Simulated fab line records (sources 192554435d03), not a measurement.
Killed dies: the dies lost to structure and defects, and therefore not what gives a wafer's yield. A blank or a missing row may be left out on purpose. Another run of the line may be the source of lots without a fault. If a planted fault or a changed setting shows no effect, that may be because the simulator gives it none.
Which tool is to blame? :: flow n5Finfet :: 11 lots, 32 wafers sampled, at 3 steps of a route of 1938

WHAT EACH GAUGE READ, for each wafer
N5_BEOL_M10_CD_MEAS_28: the cd target is 70 nm. Usual: 69.7 nm for cdNm, sd 0.89.
lot: L322
measured: day 11 07:42
on: cdSem-01
cdNm (nm): 67.7 69.3 68.1
flag: 

lot: L327
measured: day 12 12:34
on: cdSem-03
cdNm (nm): 69.0 69.1 68.4
flag: 

lot: L330
measured: day 12 18:17
on: cdSem-01
cdNm (nm): 71.0 71.2 70.8
flag: 

lot: L328
measured: day 12 18:48
on: cdSem-03
cdNm (nm): 68.1 70.7 69.6
flag: 

lot: L329
measured: day 12 18:58
on: cdSem-03
cdNm (nm): 70.1 70.6 69.7
flag: 

lot: L331
measured: day 14 05:26
on: cdSem-03
cdNm (nm): 70.3 69.1
flag: 

lot: L338
measured: day 14 17:34
on: cdSem-03
cdNm (nm): 69.6 70.6 70.0
flag: 

lot: L341
measured: day 15 18:37
on: cdSem-02
cdNm (nm): 69.3 71.1 68.3
flag: 

lot: L339
measured: day 15 18:47
on: cdSem-01
cdNm (nm): 69.0 69.2 70.0
flag: 

lot: L342
measured: day 16 11:34
on: cdSem-01
cdNm (nm): 69.4 69.6 70.9
flag: 

lot: L343
measured: day 17 04:58
on: cdSem-01
cdNm (nm): 69.6 67.9 69.5
flag: 

N5_BEOL_M10_OVL_MEAS_29. Usual: V9_OVL gives -0.6 nm (standard deviation 0.71).
lot: L322
measured: day 11 07:44
on: overlay-02
V9_OVL (nm): -1.2 -0.5 0.0
flag: 

lot: L327
measured: day 12 12:35
on: overlay-01
V9_OVL (nm): -1.3 -0.1 -0.5
flag: 

lot: L330
measured: day 12 18:19
on: overlay-01
V9_OVL (nm): -1.8 -2.0 -1.9
flag: 

lot: L328
measured: day 12 18:50
on: overlay-02
V9_OVL (nm): -0.1 -1.3 0.0
flag: 

lot: L329
measured: day 12 18:59
on: overlay-02
V9_OVL (nm): -0.1 -0.4 0.4
flag: 

lot: L331
measured: day 14 05:28
on: overlay-01
V9_OVL (nm): 0.2 0.1
flag: 

lot: L338
measured: day 14 17:36
on: overlay-02
V9_OVL (nm): -0.6 0.0 -1.1
flag: 

lot: L341
measured: day 15 18:38
on: overlay-01
V9_OVL (nm): 0.3 -0.4 -1.3
flag: 

lot: L339
measured: day 15 18:49
on: overlay-01
V9_OVL (nm): -1.5 0.5 -1.2
flag: 

lot: L342
measured: day 16 11:35
on: overlay-02
V9_OVL (nm): -0.2 0.4 -0.1
flag: 

lot: L343
measured: day 17 05:00
on: overlay-02
V9_OVL (nm): -1.3 -1.2 -0.7
flag: 

TOOL THAT RAN EACH LOT (tool first, then ch and the chambers of the sampled wafers, then the start)
lot: L322
N5_BEOL_M10_HM_OPEN_17: rieMetal-03 ch 0,1, day 11 07:13

lot: L327
N5_BEOL_M10_HM_OPEN_17: rieMetal-01 ch 0,1, day 12 11:26

lot: L330
N5_BEOL_M10_HM_OPEN_17: rieMetal-01 ch 0,1, day 12 17:40

lot: L328
N5_BEOL_M10_HM_OPEN_17: rieMetal-03 ch 0,1, day 12 17:59

lot: L329
N5_BEOL_M10_HM_OPEN_17: rieMetal-02 ch 0,1, day 12 18:20

lot: L331
N5_BEOL_M10_HM_OPEN_17: rieMetal-01 ch 0, day 14 04:46

lot: L338
N5_BEOL_M10_HM_OPEN_17: rieMetal-02 ch 0,1, day 14 16:51

lot: L341
N5_BEOL_M10_HM_OPEN_17: rieMetal-01 ch 1, day 15 17:26

lot: L339
N5_BEOL_M10_HM_OPEN_17: rieMetal-03 ch 0,1, day 15 17:28

lot: L342
N5_BEOL_M10_HM_OPEN_17: rieMetal-02 ch 1, day 16 06:37

lot: L343
N5_BEOL_M10_HM_OPEN_17: rieMetal-01 ch 0, day 17 04:13
- N5_BEOL_M10_HM_OPEN_17: chemistry Cl2/BCl3, target TiN, target depth 20 nm, overetch 6 nm.

AS READ BY THE TOOLS THEMSELVES (means over the sampled wafers that have a number; for cases with no such wafer, the mark the record gives instead)
N5_BEOL_M10_HM_OPEN_17. Usual: drypumpMotorCurrentA 6.1 A, standard deviation 0.33; oesProductAu 0.67 a.u., standard deviation 0.086; throttleValvePct 22.09 %, standard deviation 0.26.
lot: L322
tool: rieMetal-03
drypumpMotorCurrentA (A): 6.0
oesProductAu (a.u.): 0.58
throttleValvePct (%): 22.28
flag: 

lot: L327
tool: rieMetal-01
drypumpMotorCurrentA (A): 6.3
oesProductAu (a.u.): 0.61
throttleValvePct (%): 22.08
flag: 

lot: L330
tool: rieMetal-01
drypumpMotorCurrentA (A): 6.3
oesProductAu (a.u.): 0.61
throttleValvePct (%): 22.07
flag: 

lot: L328
tool: rieMetal-03
drypumpMotorCurrentA (A): 6.0
oesProductAu (a.u.): 0.58
throttleValvePct (%): 22.28
flag: 

lot: L329
tool: rieMetal-02
drypumpMotorCurrentA (A): 5.9
oesProductAu (a.u.): 0.78
throttleValvePct (%): 22.14
flag: 

lot: L331
tool: rieMetal-01
drypumpMotorCurrentA (A): 6.3
oesProductAu (a.u.): 0.55
throttleValvePct (%): 22.28
flag: 

lot: L338
tool: rieMetal-02
drypumpMotorCurrentA (A): 5.9
oesProductAu (a.u.): 0.75
throttleValvePct (%): 22.14
flag: 

lot: L341
tool: rieMetal-01
drypumpMotorCurrentA (A): 6.3
oesProductAu (a.u.): 0.66
throttleValvePct (%): 21.76
flag: 

lot: L339
tool: rieMetal-03
drypumpMotorCurrentA (A): 6.0
oesProductAu (a.u.): 0.67
throttleValvePct (%): 22.19
flag: 

lot: L342
tool: rieMetal-02
drypumpMotorCurrentA (A): 5.9
oesProductAu (a.u.): 0.68
throttleValvePct (%): 22.20
flag: 

lot: L343
tool: rieMetal-01
drypumpMotorCurrentA (A): 6.3
oesProductAu (a.u.): 0.81
throttleValvePct (%): 21.97
flag: 

THE ANSWER, worked out from the rows above alone
Rule: a lot is off if the mean of its wafers that have a number lies more than 3 standard deviations from the usual mean. A lot without any number at a reading at which 4 lots or more have one is off too. Any other lot the step has rows for is counted as sound. After the gauges, taken in route order, come the tools' own readings; for these a lot's mean is taken, as printed above. At the first step where some lot is off, the reading lying furthest off is the one used; lots without a number count as furthest.
No lot is off at any reading shown: from this, nothing can be told.

WHAT THE SIMULATOR PUT IN
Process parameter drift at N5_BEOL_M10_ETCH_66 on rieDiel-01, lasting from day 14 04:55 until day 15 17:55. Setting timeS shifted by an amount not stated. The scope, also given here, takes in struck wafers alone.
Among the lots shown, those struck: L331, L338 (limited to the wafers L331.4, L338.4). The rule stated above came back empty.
